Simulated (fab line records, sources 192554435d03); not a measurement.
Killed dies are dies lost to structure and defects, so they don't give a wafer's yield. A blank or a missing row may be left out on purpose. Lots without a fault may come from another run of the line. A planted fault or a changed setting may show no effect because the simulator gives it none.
Which tool did it? | flow n5_finfet | 11 lots, 33 wafers sampled, at 2 steps of a route of 1938

WHAT THE GAUGES READ, wafer by wafer
N5_BEOL_M13_INSPECT_12: inspects for defects (macro).
lot  | measured     | on                | raw_defect_count
L409 | day 12 00:37 | defect_inspect-02 | 1 0 5
L410 | day 12 16:41 | defect_inspect-02 | 4 2 1
L412 | day 13 13:04 | defect_inspect-02 | 2 0 1
L414 | day 14 04:01 | defect_inspect-02 | 3 1 2
L422 | day 16 06:06 | defect_inspect-01 | 2 5 4
L423 | day 16 09:17 | defect_inspect-01 | 1 2 0
L425 | day 16 17:52 | defect_inspect-02 | 2 3 1
L427 | day 17 00:29 | defect_inspect-02 | 2 1 3
L431 | day 17 07:52 | defect_inspect-01 | 2 3 3
L428 | day 17 19:17 | defect_inspect-02 | 1 2 3
L429 | day 18 06:26 | defect_inspect-02 | 3 2 6

WHICH TOOL RAN EACH LOT (tool, then ch and the chambers of the sampled wafers, then the start)
lot  | N5_BEOL_M13_ILD_DEP_00
L409 | pecvd-02 ch 0,1,2, day 11 23:59
L410 | pecvd-03 ch 0,1,2, day 12 16:11
L412 | pecvd-01 ch 0,2, day 13 12:23
L414 | pecvd-01 ch 1,2, day 14 03:31
L422 | pecvd-01 ch 1,2, day 16 05:35
L423 | pecvd-03 ch 0,1,2, day 16 08:46
L425 | pecvd-01 ch 0,1, day 16 17:22
L427 | pecvd-03 ch 0,1, day 16 23:51
L431 | pecvd-01 ch 0,1,2, day 17 07:22
L428 | pecvd-02 ch 0,1,2, day 17 18:43
L429 | pecvd-03 ch 0,1,2, day 18 05:55
- N5_BEOL_M13_ILD_DEP_00: deposits SiOC from DEMS/O2, target thk 837.92 nm, time 166.4 s.

WHAT THE TOOLS THEMSELVES READ (means of the sampled wafers that have a number; where no wafer has one, the mark that the record gives instead)
N5_BEOL_M13_ILD_DEP_00.
lot  | tool     | heater_power_w (W) | showerhead_plenum_p_Torr (Torr) | throttle_valve_pct (%)
L409 | pecvd-02 | 467                | 5.690                           | 11.7
L410 | pecvd-03 | 560                | 5.687                           | 12.2
L412 | pecvd-01 | 474                | 5.684                           | 12.3
L414 | pecvd-01 | 419                | 5.707                           | 11.7
L422 | pecvd-01 | 452                | 5.693                           | 12.1
L423 | pecvd-03 | 564                | 5.695                           | 12.4
L425 | pecvd-01 | 466                | 5.698                           | 11.7
L427 | pecvd-03 | 597                | 5.677                           | 12.6
L431 | pecvd-01 | 472                | 5.690                           | 11.9
L428 | pecvd-02 | 417                | 5.691                           | 11.7
L429 | pecvd-03 | 525                | 5.691                           | 12.5

THE ANSWER, worked out from the rows above alone
Rule: what is usual is taken from the lots themselves. Put in order of their means at a reading, lots are off if they are a third of the lots or fewer, leave a main group of 4 or more, and stand apart from it by a gap of 3 or more times the standard deviation of the main group's means; of several such gaps the widest counts. A main group whose means are all the same, to the digits that the tables above print for the reading, isn't used. A lot without any number at a reading at which 4 lots or more have one is off too. The other lots that the step has rows for count as sound. The gauges are gone through in route order, then the tools' own readings, and for those a lot's mean is taken as printed above. The first step at which some lot is off is used, and at that step the reading that is off furthest; a lot without a number counts as furthest.
No lot is off at any reading shown: from this, nothing can be told.

WHAT THE SIMULATOR HAD PUT IN
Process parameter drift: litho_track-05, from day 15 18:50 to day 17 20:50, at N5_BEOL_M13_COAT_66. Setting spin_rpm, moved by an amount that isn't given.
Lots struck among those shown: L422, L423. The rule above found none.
